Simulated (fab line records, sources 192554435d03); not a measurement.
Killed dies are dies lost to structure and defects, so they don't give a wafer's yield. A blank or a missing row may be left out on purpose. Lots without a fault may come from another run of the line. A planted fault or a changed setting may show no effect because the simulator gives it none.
One fault seen from 2 desks | flow n5_finfet | each desk has only its own numbers; what lay behind them comes last

THE TOOL OWNER'S DESK: rie_diel-01
The tool's own readings at N5_DUMMY_GATE_ETCH_42 (etches SiO2 in CHF3/O2, target depth 3.5 nm, time 31 s): means of the sampled wafers that have a number, for each lot that ran on this tool. A lot is out of limits, marked OUT, if its mean lies more than 4 standard deviations from the usual mean; the brackets give that distance.
Columns: A = drypump_motor_current_A at N5_DUMMY_GATE_ETCH_42, usual 5.7 A; B = oes_product_au at N5_DUMMY_GATE_ETCH_42, usual 0.76 a.u.; C = rf_vpp_V at N5_DUMMY_GATE_ETCH_42, usual 42.5 V; D = showerhead_plenum_p_Torr at N5_DUMMY_GATE_ETCH_42, usual 2.42 Torr; E = throttle_valve_pct at N5_DUMMY_GATE_ETCH_42, usual 18.80 %
lot  | first seen here | A   | B    | C    | D    | E
L316 | day 4 22:41     | 5.3 | 0.81 | 42.8 | 2.44 | 18.91
L324 | day 6 23:59     | 5.5 | 0.72 | 42.9 | 2.38 | 18.65
L327 | day 7 11:54     | 5.4 | 0.71 | 43.2 | 2.42 | 18.73
L328 | day 7 19:26     | 5.7 | 0.67 | 42.8 | 2.35 | 18.62
This desk's finding: nothing out of limits on any of the 4 lots.

THE METROLOGY DESK
What the gauges read, lot by lot, whatever tool the lot ran on: means of the sampled wafers that have a number. A lot is out of limits, marked OUT, if its mean lies more than 4 standard deviations from the usual mean; the brackets give that distance. Of its 12 readings 7 are shown: those that lie furthest out on some lot.
Columns: A = cd_nm at N5_DUMMY_GATE_CD_MEAS_24, usual 15.0 nm; B = DIBL_N at N5_BEOL_M4_RC_MEAS_101, usual 36.0 mV/V; C = DIBL_P at N5_BEOL_M4_RC_MEAS_101, usual 36.0 mV/V; D = IOFF_N at N5_BEOL_M4_RC_MEAS_101, usual 0.155 nA/um; E = IOFF_P at N5_BEOL_M4_RC_MEAS_101, usual 0.20 nA/um; F = SS_P at N5_BEOL_M4_RC_MEAS_101, usual 73.2 mV/dec; G = VT_N at N5_BEOL_M4_RC_MEAS_101, usual 250.4 mV
lot  | first seen here | A    | B    | C    | D     | E    | F    | G
L316 | day 4 22:03     | 14.5 | 36.7 | 36.7 | 0.157 | 0.21 | 73.5 | 250.4
L321 | day 5 21:20     | 15.1 | 37.1 | 36.4 | 0.170 | 0.21 | 73.5 | 247.8
L324 | day 6 23:26     | 15.0 | 35.6 | 37.2 | 0.149 | 0.20 | 73.2 | 250.4
L327 | day 7 11:07     | 14.4 | 38.7 | 39.7 | 0.206 | 0.26 | 74.6 | 246.0
L328 | day 7 18:55     | 15.1 | 34.0 | 35.0 | 0.136 | 0.20 | 72.8 | 250.8
L332 | day 9 01:17     | 14.6 | 37.4 | 35.6 | 0.171 | 0.22 | 73.8 | 248.5
L331 | day 9 05:05     | 15.4 | 34.6 | 35.3 | 0.143 | 0.19 | 72.9 | 251.1
This desk's finding: nothing out of limits on any of the 7 lots.

PUT TOGETHER
The tool owner's desk saw nothing out of limits.
The metrology desk saw nothing out of limits.

WHAT THE SIMULATOR HAD PUT IN
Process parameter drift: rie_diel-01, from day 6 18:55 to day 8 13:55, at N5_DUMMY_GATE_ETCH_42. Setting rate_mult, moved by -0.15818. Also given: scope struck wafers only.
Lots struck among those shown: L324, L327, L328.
